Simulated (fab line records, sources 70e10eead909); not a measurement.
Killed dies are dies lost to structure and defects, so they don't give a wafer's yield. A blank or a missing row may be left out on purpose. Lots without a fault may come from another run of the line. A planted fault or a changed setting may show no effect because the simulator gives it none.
Chamber matching | flow nand_harc | NHARC_A_SLIT_DEP_23 on pecvd-01: 3 sister chambers
The step deposits SiON, target thk 100 nm. 6 wafers are shown with their chamber, then 8 later ones without.

WAFERS WITH THEIR CHAMBER
wafer  | chamber | heater_power_outer_w (W) | heater_power_w (W)
L083.1 | 0       | 482                      | 818
L083.6 | 0       | 489                      | 838
L086.1 | 1       | 469                      | 781
L086.3 | 2       | 463                      | 696
L086.6 | 1       | 360                      | 655
L092.1 | 2       | 574                      | 837

WAFERS WITHOUT THEIR CHAMBER
wafer  | heater_power_outer_w (W) | heater_power_w (W)
L092.3 | 522                      | 898
L092.4 | 596                      | 834
L095.1 | 533                      | 915
L095.3 | 463                      | 753
L095.4 | 351                      | 642
L094.1 | 557                      | 919
L094.2 | 463                      | 750
L094.4 | 532                      | 950

WHICH CHAMBER EACH WENT THROUGH
wafer  | from the rows above          | in truth
L092.3 | can't be placed: 0 or 2 or 1 | 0
L092.4 | can't be placed: 2 or 0 or 1 | 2
L095.1 | can't be placed: 0 or 2 or 1 | 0
L095.3 | can't be placed: 1 or 2 or 0 | 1
L095.4 | can't be placed: 1 or 2 or 0 | 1
L094.1 | can't be placed: 0 or 2 or 1 | 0
L094.2 | can't be placed: 1 or 2 or 0 | 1
L094.4 | can't be placed: 0 or 2 or 1 | 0
Placed correctly: 0 of 8. Can't be placed from these rows: 8 (the true chamber is among the candidates in 8). Placed wrongly: 0.
How it was worked out, from the rows above alone: a wafer's distance from a chamber is the root of the sum, over the readings, of the square of ((its reading less the chamber's mean) divided by the reading's scatter). The wafer belongs to the nearest chamber; if the next one is less than 2 further off, it can't be placed. A chamber's mean is the mean of its shown wafers. The scatter: the root of (the sum of the squares of (reading less its chamber's mean) over the shown wafers, divided by (wafers less chambers)).
